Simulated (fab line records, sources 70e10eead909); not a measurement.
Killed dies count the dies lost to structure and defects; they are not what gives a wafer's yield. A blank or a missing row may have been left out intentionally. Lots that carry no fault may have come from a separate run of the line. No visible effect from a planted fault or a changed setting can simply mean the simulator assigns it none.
fab line records | flow nand-harc
record lots=5 wafers=15 last-day=33
route steps=1302 shown P_ZERO_WELL@29
lots that met no fault: taken from a fault-free run of the same line
start-h: the number of hours between the record's first day and the start of the first shown wafer of the lot | wait-h: hours since the lot's step before | " unchanged from the row above | L1.1+2: a row that stands for several wafers | - value missing, or start not given | * or withheld: withheld | < > ~ a bound
route shown NAME@n: names a module that has steps shown in the file, with the first one's number in the route | usual: the fault-free wafers' mean and standard deviation | same: alike in all rows | chamber/n: place in a boat | sites: each site's reading | _std_site: their standard deviation | _edge_site: the outer-site mean with the inner-site mean subtracted | radius-mm: how far each site lies from the wafer's centre | mask NAME#n: copy n | behind: the most recent tool/chamber to have shaped the wafer | hold: reason for holding the lot/hours on hold/outcome of the hold | device: the n, p or np transistor that did not switch | end of line: the tests these same wafers got at the end of their route | step lacking rows: just its recipe | killed: dies that structure and defects cost at the first sort, which is not the same as the wafer's yield | map: per-die view of a wafer (x killed, . not killed, _ where there is no die)
set.NAME: setting as actually run; set.NAME@STEP: the setting as run at that earlier step | model.NAME: the simulator's own value behind a step, which no gauge read
certain route steps with their lots: each step a table, each wafer a row
services: a tool's chamber out of use, with start hour (start-h, from the record's first day; less than 0 if before it), hours out, and reason
## steps
# step NHARC_P_ZERO_WELL_CD_MEAS_24
# recipe target-cd-nm=720 landing-energy-ev=500
# usual cd-nm=719.9/1.1
# columns lot.wafer tool chamber start-h wait-h cd-nm
L556.1 cd-sem-03 0 112.65 - 720.8
L556.5 " 0 " " 720.7
L556.6 " 0 " " 720.1
L564.2 cd-sem-02 0 192.84 - 719.5
L564.3 " 0 " " 717.6
L564.6 " 0 " " 719.8
L568.2 cd-sem-01 0 232.75 - 718.1
L568.3 " 0 " " 719.6
L568.5 " 0 " " 720.7
L569.2 cd-sem-01 0 242.71 - 719.8
L569.3 " 0 " " 721.4
L569.4 " 0 " " 719.8
L570.1 cd-sem-03 0 252.59 - 719.9
L570.3 " 0 " " 719.8
L570.5 " 0 " " 720.1
# step NHARC_P_ZERO_WELL_HARDBAKE_25
# recipe temp-c=125 time-s=80
# step NHARC_P_ZERO_WELL_DESCUM_26
# recipe time-s=3 o2-flow-sccm=200 ar-flow-sccm=0 bias-power-w=0 chemistry=O2
# usual drypump-motor-current-A=5.9/0.57 oes-product-au=1.001/0.008 rf-vpp-V=57.7/0.95 showerhead-plenum-p-Torr=1.87/0.073 throttle-valve-pct=11.311/0.0094
# columns lot.wafer tool chamber start-h wait-h drypump-motor-current-A oes-product-au rf-hours-counter-h rf-vpp-V showerhead-plenum-p-Torr throttle-valve-pct
L556.1 rie-diel-07 3 112.93 - 5.8 1.009 58 58.2 1.85 11.301
L556.5 " 3 " " 5.8 0.995 - 57.3 1.85 11.307
L556.6 " 0 " " 6.4 1.004 - 56.3 1.81 11.313
L564.2 rie-diel-07 0 193.00 - 6.4 0.989 25 58.3 1.80 11.305
L564.3 " 1 " " 5.3 0.987 18 57.6 1.99 11.312
L564.6 " 1 " " 5.4 0.991 - 58.7 1.99 11.309
L568.3 rie-diel-06 3 232.91 - 6.7 1.020 31 58.7 1.88 11.298
L568.2 " 1 " " 5.9 1.008 32 57.2 1.77 11.336
L568.5 " 3 " " 6.7 1.012 - 57.7 1.88 11.314
L569.4 rie-diel-04 0 242.87 - 5.4 0.992 14 58.2 1.80 11.313
L569.3 " 1 " " 4.8 1.002 16 59.0 1.86 11.306
L569.2 " 2 " " 6.0 1.006 16 56.6 1.83 11.302
L570.1 rie-diel-07 2 252.75 - 6.2 1.004 47 58.7 1.79 11.330
L570.3 " 1 " " 5.4 1.003 37 57.2 1.98 11.298
L570.5 " 2 " " 6.2 0.996 - 57.7 1.79 11.308
# step NHARC_P_ZERO_WELL_IMPLANT_27
# recipe energy-kev=600 dose-cm2=1e+13 tilt-deg=7
# step NHARC_P_ZERO_WELL_IMPLANT_57
# recipe energy-kev=250 dose-cm2=4e+12 tilt-deg=7
# step NHARC_P_ZERO_WELL_IMPLANT_58
# recipe energy-kev=100 dose-cm2=2e+12 tilt-deg=7
# step NHARC_P_ZERO_WELL_STRIP_28
# recipe time-s=840 temp-c=130 chemistry=SPM
# step NHARC_P_ZERO_WELL_DEHYDRATE_29
# recipe temp-c=150 time-s=120
# step NHARC_P_ZERO_WELL_HMDS_30
# recipe time-s=30
# step NHARC_P_ZERO_WELL_COAT_31
# recipe spin-rpm=withheld
# step NHARC_P_ZERO_WELL_SOFTBAKE_32
# recipe temp-c=122 time-s=95
# step NHARC_P_ZERO_WELL_EBR_33
# step NHARC_P_ZERO_WELL_EXPOSE_34
# recipe na=0.6 target-cd-nm=720 dose-mj=22.31 mask-id=P_PWELL
# columns lot.wafer tool chamber start-h wait-h mask
L556.1+5+6 krf-scanner-04 0 114.25 - P_PWELL_R1#0
L564.2+3+6 krf-scanner-01 0 194.20 - P_PWELL#0
L568.2+3+5 krf-scanner-02 0 234.11 - P_PWELL#0
L569.2+3+4 krf-scanner-02 0 244.09 - P_PWELL#0
L570.1+3+5 krf-scanner-04 0 254.07 - P_PWELL#0
# step NHARC_P_ZERO_WELL_PEB_35
# recipe peb-temp-c=118 peb-time-s=85
# step NHARC_P_ZERO_WELL_DEVELOP_36
# recipe time-s=70
# step NHARC_P_ZERO_WELL_CD_MEAS_37
# recipe target-cd-nm=720 landing-energy-ev=500
# usual cd-nm=719.4/1.4
# columns lot.wafer tool chamber start-h wait-h cd-nm
L556.1 cd-sem-03 0 114.41 - 732.5
L556.5 " 0 " " 732.6
L556.6 " 0 " " 731.8
L564.2 cd-sem-02 0 194.35 - 718.1
L564.3 " 0 " " 719.2
L564.6 " 0 " " 718.8
L568.2 cd-sem-03 0 234.27 - 719.8
L568.3 " 0 " " 718.6
L568.5 " 0 " " 719.3
L569.2 cd-sem-03 0 244.24 - 722.4
L569.3 " 0 " " 720.9
L569.4 " 0 " " 720.4
L570.1 cd-sem-02 0 254.23 - 720.2
L570.3 " 0 " " 718.6
L570.5 " 0 " " 719.0
# step NHARC_P_ZERO_WELL_HARDBAKE_38
# recipe temp-c=125 time-s=80
## services
# columns tool chamber start-h hours kind
krf-scanner-02 - 94.07 4.0 pm
rie-diel-07 0 98.66 - clean
rie-diel-07 1 98.66 - clean
rie-diel-07 2 98.66 - clean
rie-diel-07 3 98.66 - clean
krf-scanner-02 - 106.38 1.6 repair
krf-scanner-04 - 112.23 0.7 repair
rie-diel-07 - 117.23 9.0 pm
rie-diel-07 0 117.23 9.0 vent-cycle
rie-diel-07 1 117.23 9.0 vent-cycle
rie-diel-07 2 117.23 9.0 vent-cycle
rie-diel-06 1 130.14 2.1 repair
rie-diel-06 - 130.21 9.0 pm
rie-diel-07 1 130.85 20.2 repair
krf-scanner-01 - 140.00 4.0 pm
rie-diel-07 3 146.30 6.3 repair
krf-scanner-04 - 161.51 3.0 repair
krf-scanner-01 - 180.96 0.2 repair
krf-scanner-04 - 182.00 4.0 pm
rie-diel-04 - 190.78 9.0 pm
krf-scanner-04 - 202.10 4.4 repair
krf-scanner-01 - 218.27 0.2 repair
rie-diel-06 0 226.57 5.1 repair
krf-scanner-01 - 253.36 0.8 repair
## key
first-sign step=NHARC_P_ZERO_WELL_EXPOSE_34 reading=mask direction=changed
effect step=NHARC_P_ZERO_WELL_CD_MEAS_37 reading=cd-nm direction=up sigmas=9.2 usual=719.4 struck=732.3
met-at NHARC_P_ZERO_WELL_EXPOSE_34
struck-wafers L556.1,L556.5,L556.6
tester-left-out L556
fault kind=wrong-mask tool=any chamber=- onset-h=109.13 steps=NHARC_P_ZERO_WELL_EXPOSE_34 aux-copy=P_PWELL_R1#0 cd-offset-nm=14.77 scope=struck-lots-only
# tester-left-out: of these lots the tester's yield and bins aren't shown, on N5 and GAA mostly nor the transistor test; their killed dies are dies lost to structure and defects alone, not to doping, threshold or leakage, so they don't give the yield
